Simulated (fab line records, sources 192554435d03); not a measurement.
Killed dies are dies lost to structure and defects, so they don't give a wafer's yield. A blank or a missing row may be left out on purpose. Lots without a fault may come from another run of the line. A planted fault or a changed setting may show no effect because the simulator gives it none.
Split-lot experiment | flow n5_finfet | 7 lots, 21 wafers read, on a route of 1938 steps

THE SPLIT
At N5_PASSIVATION_SPUTTER_20 (material TaN, target thk 50 nm), the setting target_thk_a was moved away from the recipe's 500 angstrom on 10 of the 21 wafers read, by -12.0% to +11.0%. The other wafers ran this setting at the recipe's value.

The reading is taken at the split's own step.

THE READING
TaN_of_PASSIVATION_SPUTTER_20.thk_nm (the simulator's own value, which no gauge read), in nm, at N5_PASSIVATION_SPUTTER_20 (material TaN, target thk 50 nm). The file gives no usual value for it. The 11 wafers here that ran the recipe average 50.1 nm, standard deviation 0.96 nm.

wafer  | tool, chamber at the split | target_thk_a as run, angstrom | against the recipe | TaN_of_PASSIVATION_SPUTTER_20.thk_nm, nm | against lot-mates on the recipe
L074.1 | pvd_sputter-02, -          | 500                           | recipe             | 50.2                                     | -
L074.2 | pvd_sputter-02, -          | 554.9                         | +11.0%             | 56.2                                     | +6.2
L074.5 | pvd_sputter-02, -          | 500                           | recipe             | 49.8                                     | -
L081.1 | pvd_sputter-01, -          | 500                           | recipe             | 49.6                                     | -
L081.5 | pvd_sputter-01, -          | 500                           | recipe             | 51.4                                     | -
L081.6 | pvd_sputter-01, -          | 500                           | recipe             | 48.8                                     | -
L089.3 | pvd_sputter-01, -          | 439.8                         | -12.0%             | 43                                       | -6.2
L089.5 | pvd_sputter-01, -          | 500                           | recipe             | 49.2                                     | -
L089.6 | pvd_sputter-01, -          | 439.8                         | -12.0%             | 43.6                                     | -5.6
L090.1 | pvd_sputter-03, -          | 529.2                         | +5.8%              | 51.8                                     | no lot-mate on the recipe
L090.2 | pvd_sputter-03, -          | 529.2                         | +5.8%              | 51                                       | no lot-mate on the recipe
L090.4 | pvd_sputter-03, -          | 529.2                         | +5.8%              | 51.6                                     | no lot-mate on the recipe
L091.2 | pvd_sputter-01, -          | 553.3                         | +10.7%             | 55.8                                     | +3.4
L091.3 | pvd_sputter-01, -          | 553.3                         | +10.7%             | 56.2                                     | +3.8
L091.4 | pvd_sputter-01, -          | 500                           | recipe             | 52.4                                     | -
L093.1 | pvd_sputter-01, -          | 471.7                         | -5.7%              | 48.8                                     | -1.1
L093.3 | pvd_sputter-01, -          | 500                           | recipe             | 49.6                                     | -
L093.4 | pvd_sputter-01, -          | 500                           | recipe             | 50.2                                     | -
L096.2 | pvd_sputter-01, -          | 500                           | recipe             | 50                                       | -
L096.5 | pvd_sputter-01, -          | 500                           | recipe             | 50                                       | -
L096.3 | pvd_sputter-01, -          | 531                           | +6.2%              | 54.2                                     | +4.2

THE FIT
A straight line over all 21 wafers: TaN_of_PASSIVATION_SPUTTER_20.thk_nm changes by +0.513 nm for each +1% of target_thk_a; r = +0.95; the points scatter about the line by 1.1 nm.
The same after taking each lot's own level away (the mean of its wafers on the recipe; 18 wafers): +0.45 nm for each +1%; r = +0.96; scatter 0.9 nm.
On that fit, the largest move of target_thk_a shifts the reading by 5.4 nm.
The lots' own levels span 49.20 to 52.40 nm, that is 3.3 times the standard deviation above.
So the lot-to-lot level changes the slope: the two fits differ.
Check: with one of the wafers moved furthest among these (-12.0%) left out of the fit, the line predicts -5.06 nm for it against its lot-mates. It came out at -6.2 nm against them.

OTHER SPLITS ON THESE WAFERS
These wafers also went through other splits before the reading. Each is held against what the fit with the lots' levels taken away leaves over:
other split on the same wafers        | wafers away from the commonest value | r with TaN_of_PASSIVATION_SPUTTER_20.thk_nm (lot level and that fit taken away)
N5_BEOL_M15_PEB_26 peb_temp_c         | 6                                    | +0.21
N5_BEOL_M15_DEVELOP_27 develop_time_s | 8                                    | +0.40
N5_MIM_BOT_ETCH_ETCH_04 time_s        | 8                                    | +0.31

THE FILE'S OWN FIT
TaN_of_PASSIVATION_SPUTTER_20.thk_nm changes by +0.467 nm for each +1% of target_thk_a, r = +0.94.
